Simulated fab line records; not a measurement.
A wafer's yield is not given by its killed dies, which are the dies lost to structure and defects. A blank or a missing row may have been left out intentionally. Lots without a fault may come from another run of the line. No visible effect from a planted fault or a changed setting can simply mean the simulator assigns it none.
fab line records -- flow n5-finfet -- part 1 of 2: steps 1 to 14 of 15
record lots=7, wafers=20, last-day=17
route steps=1938 shown BEOL_M10@1479 PASSIVATION@1936
lots that met no fault: taken from a fault-free run of the same line
start-h: the number of hours between the record's first day and the start of the first shown wafer of the lot -- wait-h: how many hours have passed since the lot's step before this one -- " unchanged from the row above -- L1.1+2: one row covering several wafers at once -- - value missing, or start not given -- * or withheld: withheld -- < > ~ a bound
route shown NAME@n: NAME is a module with steps in the file, n the number in the route of the first one -- usual: average and standard deviation across the fault-free wafers -- same: alike in all rows -- chamber/n: place in a boat -- sites: readings site by site -- _std_site: the standard deviation of these -- _edge_site: mean of outer sites minus mean of inner sites -- radius-mm: how far each site lies from the wafer's centre -- mask NAME#n: copy n -- behind: the most recent tool/chamber to have shaped the wafer -- hold: reason for holding the lot/hours on hold/outcome of the hold -- device: whichever transistor did not switch (one of n, p or np) -- end of line: the route-end tests of the same wafers -- a step given without rows: its recipe and nothing more -- killed: dies that structure and defects cost at the first sort, which is not the same as the wafer's yield -- map: the dies of a wafer, with x for killed, . for not killed, _ for no die there
set.NAME: the run value of the setting; set.NAME@STEP: its run value at that earlier step -- model.NAME: the simulator's own value behind a step, which no gauge read
certain route steps with their lots: each step a table, each wafer a row
services: the hour from which a tool's chamber was out of use, counted from the record's first day as start-h (under 0 if before that day), plus the number of hours and why
## steps
# step N5_BEOL_M10_SOFTBAKE_06
# recipe temp-c=110, time-s=60, resist=CAR-ArF
# step N5_BEOL_M10_EXPOSE_08
# recipe mask-id=M10, na=1.35, source-shape=dipole, sigma-inner=0.411, sigma-outer=0.611, polarization=te, dose-mj=53.75
# step N5_BEOL_M10_PEB_09
# recipe peb-temp-c=withheld, peb-time-s=60, resist=CAR-ArF
# step N5_BEOL_M10_DEVELOP_10
# recipe develop-time-s=30, developer=TMAH, resist=CAR-ArF, rinse-liquid=diw, dry=air-spin, dev-temp-c=23
# step N5_BEOL_M10_CD_MEAS_11
# recipe target-cd-nm=64.1, landing-energy-ev=500, detector=se-inlens, polarity=opening
# usual cd-nm=63.7/0.52
lot.wafer,tool,chamber,start-h,wait-h,cd-nm
L872.2,cd-sem-03,0,270.69,-,63.0
L872.3,cd-sem-03,0,270.69,-,63.8
L872.4,cd-sem-03,0,270.69,-,63.3
L873.2,cd-sem-03,0,273.05,-,63.8
L873.3,cd-sem-03,0,273.05,-,63.1
L873.4,cd-sem-03,0,273.05,-,64.1
L874.1,cd-sem-03,0,282.11,-,64.3
L874.5,cd-sem-03,0,282.11,-,64.5
L874.6,cd-sem-03,0,282.11,-,64.5
L876.2,cd-sem-01,0,285.62,-,64.7
L876.5,cd-sem-01,0,285.62,-,64.0
L876.6,cd-sem-01,0,285.62,-,65.0
L879.3,cd-sem-03,0,296.64,-,63.7
L879.4,cd-sem-03,0,296.64,-,63.0
L879.6,cd-sem-03,0,296.64,-,63.5
L877.2,cd-sem-02,0,299.82,-,63.4
L877.4,cd-sem-02,0,299.82,-,64.6
L885.3,cd-sem-02,0,344.38,-,63.4
L885.4,cd-sem-02,0,344.38,-,63.8
L885.6,cd-sem-02,0,344.38,-,63.3
# step N5_BEOL_M10_OVL_MEAS_12
# recipe points-per-wafer=44
# usual M10_OVL=-0.1/0.71
# same points-per-wafer=44
lot.wafer,tool,chamber,start-h,wait-h,M10_OVL[nm]
L872.2,overlay-02,0,270.72,0.0,0.3
L872.3,overlay-02,0,270.72,0.0,1.0
L872.4,overlay-02,0,270.72,0.0,0.9
L873.2,overlay-02,0,273.08,0.0,-0.6
L873.3,overlay-02,0,273.08,0.0,-0.7
L873.4,overlay-02,0,273.08,0.0,-0.3
L874.1,overlay-02,0,282.14,0.0,-0.3
L874.5,overlay-02,0,282.14,0.0,-0.1
L874.6,overlay-02,0,282.14,0.0,0.7
L876.2,overlay-02,0,285.65,0.0,0.6
L876.5,overlay-02,0,285.65,0.0,-0.4
L876.6,overlay-02,0,285.65,0.0,0.5
L879.3,overlay-01,0,296.72,0.1,-0.3
L879.4,overlay-01,0,296.72,0.1,-0.6
L879.6,overlay-01,0,296.72,0.1,0.7
L877.2,overlay-02,0,299.85,0.0,-0.1
L877.4,overlay-02,0,299.85,0.0,-1.1
L885.3,overlay-01,0,344.41,0.0,-0.7
L885.4,overlay-01,0,344.41,0.0,-1.4
L885.6,overlay-01,0,344.41,0.0,-0.2
# step N5_BEOL_M10_INSPECT_13
# recipe mode=adi, inspect-instrument=brightfield
# usual raw-defect-count=390/88
lot.wafer,tool,chamber,start-h,wait-h,raw-defect-count
L872.2,defect-inspect-02,-,270.74,0.0,398
L872.3,defect-inspect-02,-,270.74,0.0,408
L872.4,defect-inspect-02,-,270.74,0.0,660
L873.2,defect-inspect-02,-,273.11,0.0,315
L873.3,defect-inspect-02,-,273.11,0.0,396
L873.4,defect-inspect-02,-,273.11,0.0,370
L874.1,defect-inspect-01,-,282.17,0.0,285
L874.5,defect-inspect-01,-,282.17,0.0,287
L874.6,defect-inspect-01,-,282.17,0.0,396
L876.2,defect-inspect-01,-,285.67,0.0,379
L876.5,defect-inspect-01,-,285.67,0.0,391
L876.6,defect-inspect-01,-,285.67,0.0,378
L879.3,defect-inspect-02,-,296.74,0.0,463
L879.4,defect-inspect-02,-,296.74,0.0,489
L879.6,defect-inspect-02,-,296.74,0.0,272
L877.2,defect-inspect-02,-,299.87,0.0,401
L877.4,defect-inspect-02,-,299.87,0.0,426
L885.3,defect-inspect-02,-,344.44,0.0,335
L885.4,defect-inspect-02,-,344.44,0.0,544
L885.6,defect-inspect-02,-,344.44,0.0,647
# step N5_BEOL_M10_DESCUM_16
# recipe chemistry=O2, time-s=7.9, source-power-w=50, bias-power-w=20, pressure-mtorr=20, rf-frequency-hz=2.712e+07, temp-c=40, resist=CAR-ArF, o2-flow-sccm=225
# usual bias-power-w=20.00/0.063, drypump-motor-current-A=5.8/0.48, oes-product-au=0.79/0.073, rf-vpp-V=243.7/1.3, showerhead-plenum-p-Torr=2.13/0.07, throttle-valve-pct=20.4/0.38
lot.wafer,tool,chamber,start-h,wait-h,bias-power-w,drypump-motor-current-A,oes-product-au,rf-hours-counter-h,rf-vpp-V,showerhead-plenum-p-Torr,throttle-valve-pct
L872.2,rie-diel-05,2,270.79,0.0,20.00,5.4,0.80,108,242.9,2.01,20.1
L872.3,rie-diel-05,3,270.79,0.0,19.98,5.8,0.70,240,243.6,2.15,20.1
L872.4,rie-diel-05,1,270.79,0.0,20.02,5.8,0.72,182,244.5,2.20,21.1
L873.2,rie-diel-05,2,273.74,0.6,20.01,5.4,0.79,109,243.2,2.01,20.1
L873.3,rie-diel-05,1,273.74,0.6,19.95,5.8,0.72,183,244.2,2.20,21.1
L873.4,rie-diel-05,3,273.74,0.6,19.97,5.8,0.70,241,243.8,2.15,20.1
L874.1,rie-diel-06,1,282.51,0.3,20.02,6.5,0.81,86,242.8,2.19,20.2
L874.5,rie-diel-06,3,282.51,0.3,20.15,5.0,0.73,-,245.4,2.14,20.3
L874.6,rie-diel-06,2,282.51,0.3,19.98,5.9,0.90,-,242.0,2.03,20.0
L876.2,rie-diel-05,2,285.79,0.1,20.07,5.4,0.78,115,242.4,2.01,20.1
L876.5,rie-diel-05,3,285.79,0.1,19.98,5.8,0.69,-,243.8,2.15,20.1
L876.6,rie-diel-05,2,285.79,0.1,19.95,5.4,0.79,-,241.4,2.01,20.1
L879.3,rie-diel-05,0,297.34,0.6,20.12,6.2,0.81,-,244.9,2.21,20.2
L879.4,rie-diel-05,1,297.34,0.6,20.06,5.8,0.71,-,244.5,2.19,21.1
L879.6,rie-diel-05,1,297.34,0.6,20.09,5.8,0.71,-,243.3,2.19,21.1
L877.2,rie-diel-04,1,300.49,0.6,20.02,5.8,0.95,15,244.0,2.12,19.9
L877.4,rie-diel-04,3,300.49,0.6,19.95,6.2,0.79,120,243.2,2.12,20.3
L885.3,rie-diel-06,1,344.47,0.0,19.99,6.5,0.79,109,243.8,2.18,20.3
L885.4,rie-diel-06,2,344.47,0.0,20.07,5.9,0.87,-,241.9,2.02,20.0
L885.6,rie-diel-06,3,344.47,0.0,19.97,5.0,0.71,-,244.2,2.13,20.3
# step N5_BEOL_M10_ETCH_61
# recipe chemistry=CF4, target=SiARC, target-depth-a=390, mask-material=CAR-ArF, time-s=65, ion-energy-ev=80, pressure-mtorr=40, source-w=545, bias-w=36, Ar_flow_sccm=100, cf4-flow-sccm=100, ends=cleared
# usual bias-w=35.99/0.11, drypump-motor-current-A=5.8/0.48, etch-rf-on-time-s=64.5/1.5, mfc-ar-sccm=100.01/0.29, oes-product-au=0.68/0.057, rf-vpp-V=184.6/1.1, showerhead-plenum-p-Torr=2.18/0.057, throttle-valve-pct=15.54/0.26
lot.wafer,tool,chamber,start-h,wait-h,bias-w,drypump-motor-current-A,etch-rf-on-time-s,mfc-ar-sccm,oes-product-au,rf-hours-counter-h,rf-vpp-V,showerhead-plenum-p-Torr,throttle-valve-pct
L872.2,rie-diel-05,2,270.83,0.0,35.84,5.4,64.7,100.02,0.68,108,183.1,2.09,15.49
L872.3,rie-diel-05,3,270.83,0.0,36.06,5.8,65.6,100.02,0.60,240,183.9,2.19,15.40
L872.4,rie-diel-05,1,270.83,0.0,35.90,5.8,65.2,99.93,0.62,182,185.8,2.21,16.05
L873.2,rie-diel-05,2,273.78,0.0,35.86,5.4,64.2,99.69,0.68,109,182.9,2.09,15.49
L873.3,rie-diel-05,1,273.78,0.0,35.95,5.8,63.8,100.42,0.63,183,184.6,2.21,16.06
L873.4,rie-diel-05,3,273.78,0.0,36.08,5.8,64.8,99.51,0.60,241,184.4,2.19,15.41
L874.1,rie-diel-06,1,282.55,0.0,35.94,6.5,60.6,100.18,0.71,86,185.5,2.25,15.53
L874.5,rie-diel-06,3,282.55,0.0,36.04,5.0,64.0,100.04,0.62,-,185.8,2.19,15.53
L874.6,rie-diel-06,2,282.55,0.0,35.90,5.9,63.9,100.14,0.75,-,183.2,2.12,15.41
L876.2,rie-diel-05,2,285.82,0.0,36.01,5.4,64.0,100.05,0.68,115,182.6,2.09,15.49
L876.5,rie-diel-05,3,285.82,0.0,36.07,5.9,65.8,99.92,0.59,-,185.6,2.18,15.40
L876.6,rie-diel-05,2,285.82,0.0,35.96,5.4,64.6,99.77,0.67,-,182.2,2.09,15.49
L879.3,rie-diel-05,0,297.40,0.0,36.21,6.2,65.4,99.82,0.70,-,185.3,2.24,15.33
L879.4,rie-diel-05,1,297.40,0.0,36.10,5.8,64.1,100.35,0.62,-,186.2,2.21,16.07
L879.6,rie-diel-05,1,297.40,0.0,36.01,5.8,64.5,99.94,0.61,-,185.7,2.21,16.09
L877.2,rie-diel-04,1,300.52,0.0,35.94,5.8,66.9,99.96,0.79,15,185.5,2.20,15.21
L877.4,rie-diel-04,3,300.52,0.0,36.01,6.3,64.1,99.84,0.67,120,184.5,2.15,15.38
L885.3,rie-diel-06,1,344.50,0.0,35.97,6.5,61.5,99.59,0.67,109,185.1,2.24,15.56
L885.4,rie-diel-06,2,344.50,0.0,36.12,5.9,66.1,100.33,0.72,-,184.4,2.11,15.44
L885.6,rie-diel-06,3,344.50,0.0,35.95,5.0,65.3,100.22,0.60,-,185.9,2.18,15.57
# step N5_BEOL_M10_ETCH_62
# recipe chemistry=N2/H2, target=SOC, target-depth-a=1100, overetch-a=220, mask-material=SiARC, temp-c=40, time-s=165, ion-energy-ev=200, pressure-mtorr=30, source-w=840, bias-w=150, n2-flow-sccm=200, h2-flow-sccm=200
# usual bias-w=150.0/0.42, drypump-motor-current-A=5.8/0.48, oes-product-au=0.67/0.058, rf-vpp-V=525.3/2.4, showerhead-plenum-p-Torr=2.59/0.085, throttle-valve-pct=17.7/0.37
lot.wafer,tool,chamber,start-h,wait-h,bias-w,drypump-motor-current-A,oes-product-au,rf-hours-counter-h,rf-vpp-V,showerhead-plenum-p-Torr,throttle-valve-pct
L872.2,rie-diel-05,2,270.88,0.0,150.5,5.5,0.67,108,520.7,2.46,17.6
L872.3,rie-diel-05,3,270.88,0.0,149.7,5.8,0.59,240,525.3,2.59,17.3
L872.4,rie-diel-05,1,270.88,0.0,149.5,5.8,0.61,182,525.6,2.64,18.3
L873.2,rie-diel-05,2,273.83,0.0,150.8,5.4,0.67,109,520.0,2.46,17.5
L873.3,rie-diel-05,1,273.83,0.0,149.7,5.8,0.61,183,527.1,2.64,18.3
L873.4,rie-diel-05,3,273.83,0.0,150.5,5.8,0.59,241,525.6,2.59,17.3
L874.1,rie-diel-06,1,282.60,0.0,150.7,6.5,0.68,86,526.7,2.66,17.6
L874.5,rie-diel-06,3,282.60,0.0,150.5,5.1,0.61,-,525.1,2.64,18.0
L874.6,rie-diel-06,2,282.60,0.0,149.7,5.9,0.75,-,521.4,2.45,17.3
L876.2,rie-diel-05,2,285.87,0.0,149.2,5.4,0.66,115,521.4,2.46,17.6
L876.5,rie-diel-05,3,285.87,0.0,150.0,5.9,0.60,-,526.4,2.58,17.3
L876.6,rie-diel-05,2,285.87,0.0,149.2,5.4,0.67,-,520.1,2.46,17.6
L879.3,rie-diel-05,0,297.52,0.1,149.6,6.2,0.69,-,527.0,2.65,17.3
L879.4,rie-diel-05,1,297.52,0.1,150.1,5.8,0.60,-,526.6,2.63,18.3
L879.6,rie-diel-05,1,297.52,0.1,150.1,5.8,0.60,-,526.3,2.63,18.3
L877.2,rie-diel-04,1,300.57,0.0,149.2,5.8,0.80,15,526.0,2.61,17.6
L877.4,rie-diel-04,3,300.57,0.0,150.8,6.3,0.67,121,525.2,2.58,17.8
L885.3,rie-diel-06,1,344.55,0.0,150.0,6.5,0.65,109,528.4,2.65,17.7
L885.4,rie-diel-06,2,344.55,0.0,150.3,5.9,0.72,-,522.7,2.45,17.3
L885.6,rie-diel-06,3,344.55,0.0,149.9,5.0,0.60,-,526.8,2.63,18.0
# step N5_BEOL_M10_STRIP_68
# recipe chemistry=N2/H2, temp-c=40, n2-flow-sccm=200, h2-flow-sccm=200, rf-frequency-hz=6e+07
# step N5_BEOL_M10_STRIP_67
# recipe chemistry=CF4, resist=SiARC, power-w=300, bias-power-w=75, pressure-mtorr=50, cf4-flow-sccm=150, rf-frequency-hz=6e+07
# usual bias-power-w=74.97/0.22, drypump-motor-current-A=5.8/0.48, oes-product-au=0.79/0.069, rf-vpp-V=271.9/1.4, showerhead-plenum-p-Torr=1.83/0.044, throttle-valve-pct=13.52/0.24
lot.wafer,tool,chamber,start-h,wait-h,bias-power-w,drypump-motor-current-A,oes-product-au,rf-hours-counter-h,rf-vpp-V,showerhead-plenum-p-Torr,throttle-valve-pct
L872.2,rie-diel-05,2,271.02,0.0,75.30,5.4,0.80,108,269.4,1.77,13.52
L872.3,rie-diel-05,3,271.02,0.0,75.03,5.8,0.70,240,271.2,1.83,13.45
L872.4,rie-diel-05,1,271.02,0.0,74.54,5.8,0.72,182,272.6,1.84,13.98
L873.2,rie-diel-05,2,273.98,0.0,75.05,5.4,0.80,109,270.3,1.77,13.51
L873.3,rie-diel-05,1,273.98,0.0,74.66,5.8,0.72,184,273.6,1.84,13.98
L873.4,rie-diel-05,3,273.98,0.0,75.03,5.8,0.70,241,271.4,1.83,13.46
L874.1,rie-diel-06,1,282.75,0.0,75.05,6.5,0.79,86,273.2,1.88,13.47
L874.5,rie-diel-06,3,282.75,0.0,74.73,5.0,0.72,-,272.9,1.83,13.51
L874.6,rie-diel-06,2,282.75,0.0,75.39,5.9,0.88,-,270.3,1.79,13.39
L876.2,rie-diel-05,2,286.02,0.0,75.24,5.4,0.78,115,269.1,1.77,13.52
L876.5,rie-diel-05,3,286.02,0.0,74.88,5.8,0.69,-,272.3,1.83,13.48
L876.6,rie-diel-05,2,286.02,0.0,74.79,5.5,0.79,-,270.3,1.77,13.53
L879.3,rie-diel-05,0,297.68,0.0,75.09,6.2,0.82,-,274.4,1.88,13.32
L879.4,rie-diel-05,1,297.68,0.0,75.14,5.8,0.71,-,271.8,1.84,13.98
L879.6,rie-diel-05,1,297.68,0.0,74.93,5.8,0.71,-,273.7,1.84,14.01
L877.2,rie-diel-04,1,300.72,0.0,75.17,5.8,0.94,15,272.2,1.84,13.15
L877.4,rie-diel-04,3,300.72,0.0,74.75,6.3,0.78,121,273.0,1.80,13.38
L885.3,rie-diel-06,1,344.70,0.0,75.07,6.5,0.77,109,271.8,1.87,13.52
L885.4,rie-diel-06,2,344.70,0.0,74.62,5.9,0.85,-,271.1,1.78,13.43
L885.6,rie-diel-06,3,344.70,0.0,75.37,5.1,0.70,-,273.6,1.82,13.56
# step N5_BEOL_M10_HM_OPEN_17
# recipe chemistry=Cl2/BCl3, target-depth-a=200, overetch-a=60, target=TiN, mask-material=SOC, ion-energy-ev=150, pressure-mtorr=10, icp-w=1000, bias-w=126, Cl2_flow_sccm=53.25, bcl3-flow-sccm=21.75, Ar_flow_sccm=25
# usual bias-w=126.0/0.39, drypump-motor-current-A=5.8/0.35, mfc-ar-sccm=25.00/0.081, oes-product-au=0.64/0.06, throttle-valve-pct=22.1/0.35
lot.wafer,tool,chamber,start-h,wait-h,bias-w,drypump-motor-current-A,mfc-ar-sccm,oes-product-au,rf-hours-counter-h,throttle-valve-pct,model.SOC_of_BEOL_M10_COAT_59.thk-nm
L872.2,rie-metal-03,0,271.06,0.0,126.9,6.1,25.01,0.67,41,22.5,92.4
L872.3,rie-metal-03,0,271.06,0.0,126.0,6.2,24.89,0.68,-,22.5,92.4
L872.4,rie-metal-03,1,271.06,0.0,126.3,6.4,25.05,0.61,-,21.5,91.8
L873.2,rie-metal-01,1,274.02,0.0,125.7,5.5,24.88,0.65,35,21.8,92.4
L873.3,rie-metal-01,1,274.02,0.0,125.8,5.5,25.04,0.66,-,21.8,92.2
L873.4,rie-metal-01,0,274.02,0.0,126.1,5.7,25.21,0.55,-,22.5,92
L874.1,rie-metal-01,1,282.79,0.0,125.5,5.5,24.98,0.67,36,21.8,92.4
L874.5,rie-metal-01,1,282.79,0.0,126.5,5.5,24.89,0.67,-,21.8,92
L874.6,rie-metal-01,0,282.79,0.0,126.1,5.7,24.99,0.55,-,22.5,91.6
L876.2,rie-metal-03,0,286.06,0.0,125.5,6.1,24.92,0.68,42,22.5,93.8
L876.5,rie-metal-03,0,286.06,0.0,125.5,6.1,24.99,0.67,-,22.5,92.4
L876.6,rie-metal-03,1,286.06,0.0,125.8,6.4,24.95,0.60,-,21.5,91.4
L879.3,rie-metal-03,1,297.75,0.1,125.8,6.4,25.01,0.58,-,21.5,92
L879.4,rie-metal-03,0,297.75,0.1,126.0,6.2,24.99,0.66,-,22.5,94.2
L879.6,rie-metal-03,1,297.75,0.1,125.6,6.4,24.93,0.59,-,21.5,91.8
L877.2,rie-metal-03,0,300.76,0.0,125.3,6.2,24.88,0.66,44,22.5,93.8
L877.4,rie-metal-03,1,300.76,0.0,125.8,6.4,24.87,0.59,-,21.5,93.8
L885.3,rie-metal-02,1,344.77,0.1,126.2,5.5,24.95,0.63,-,22.2,91.8
L885.4,rie-metal-02,0,344.77,0.1,125.6,5.8,25.10,0.72,-,22.0,92.6
L885.6,rie-metal-02,0,344.77,0.1,125.7,5.9,25.01,0.71,-,22.0,92.2
# step N5_BEOL_M10_STRIP_19
# recipe chemistry=O2, power-w=400, temp-c=40, pressure-mtorr=30, rf-frequency-hz=6e+07, bias-power-w=0, overash-fraction=0.2, o2-flow-sccm=225
# usual drypump-motor-current-A=5.9/0.49, oes-product-au=0.80/0.071, rf-vpp-V=3.6/0.53, showerhead-plenum-p-Torr=2.13/0.069, throttle-valve-pct=16.6/0.34
# same bias-power-w=0
lot.wafer,tool,chamber,start-h,wait-h,drypump-motor-current-A,oes-product-au,rf-hours-counter-h,rf-vpp-V,showerhead-plenum-p-Torr,throttle-valve-pct
L872.2,rie-diel-06,1,271.17,0.1,6.5,0.81,80,4.3,2.19,16.5
L872.3,rie-diel-06,3,271.17,0.1,5.0,0.74,206,3.4,2.15,16.6
L872.4,rie-diel-06,1,271.17,0.1,6.5,0.81,-,3.8,2.19,16.5
L873.2,rie-diel-04,0,274.19,0.1,4.9,0.83,80,4.9,2.07,17.1
L873.3,rie-diel-04,2,274.19,0.1,6.3,0.78,123,4.0,2.22,16.8
L873.4,rie-diel-04,1,274.19,0.1,5.8,0.97,6,5.2,2.13,16.1
L874.1,rie-diel-04,1,282.90,0.1,5.8,0.96,9,3.4,2.13,16.1
L874.5,rie-diel-04,0,282.90,0.1,5.0,0.82,-,3.4,2.07,17.1
L874.6,rie-diel-04,1,282.90,0.1,5.8,0.96,-,4.5,2.13,16.1
L876.2,rie-diel-06,1,286.17,0.1,6.5,0.81,88,3.3,2.19,16.5
L876.5,rie-diel-06,0,286.17,0.1,6.3,0.70,-,3.4,2.17,17.0
L876.6,rie-diel-06,1,286.17,0.1,6.4,0.81,-,4.1,2.19,16.5
L879.3,rie-diel-04,3,297.89,0.1,6.3,0.79,119,3.9,2.13,16.6
L879.4,rie-diel-04,0,297.89,0.1,5.0,0.81,88,2.8,2.07,17.1
L879.6,rie-diel-04,2,297.89,0.1,6.3,0.78,-,4.6,2.21,16.8
L877.2,rie-diel-06,3,300.91,0.1,5.0,0.73,220,3.3,2.14,16.6
L877.4,rie-diel-06,1,300.91,0.1,6.5,0.81,95,3.6,2.19,16.5
L885.3,rie-diel-06,3,344.85,0.1,5.0,0.71,234,3.7,2.14,16.6
L885.4,rie-diel-06,3,344.85,0.1,5.0,0.71,-,3.9,2.14,16.6
L885.6,rie-diel-06,2,344.85,0.1,5.9,0.87,-,4.0,2.03,16.3
## key
first-sign none at tools or gauges
model-effect step=N5_BEOL_M10_HM_OPEN_17, value=SOC_of_BEOL_M10_COAT_59.thk-nm, without=92.55, struck=93.9
met-at N5_BEOL_M10_HM_OPEN_17
struck-wafers L876.2,L877.2,L877.4,L879.4
onset-between 271.06 286.06
fault kind=process-parameter-drift, tool=rie-metal-03, chamber=-, onset-h=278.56, steps=N5_BEOL_M10_HM_OPEN_17, channel=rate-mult, offset=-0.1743, shape=step, end-h=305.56, scope=struck-wafers-only
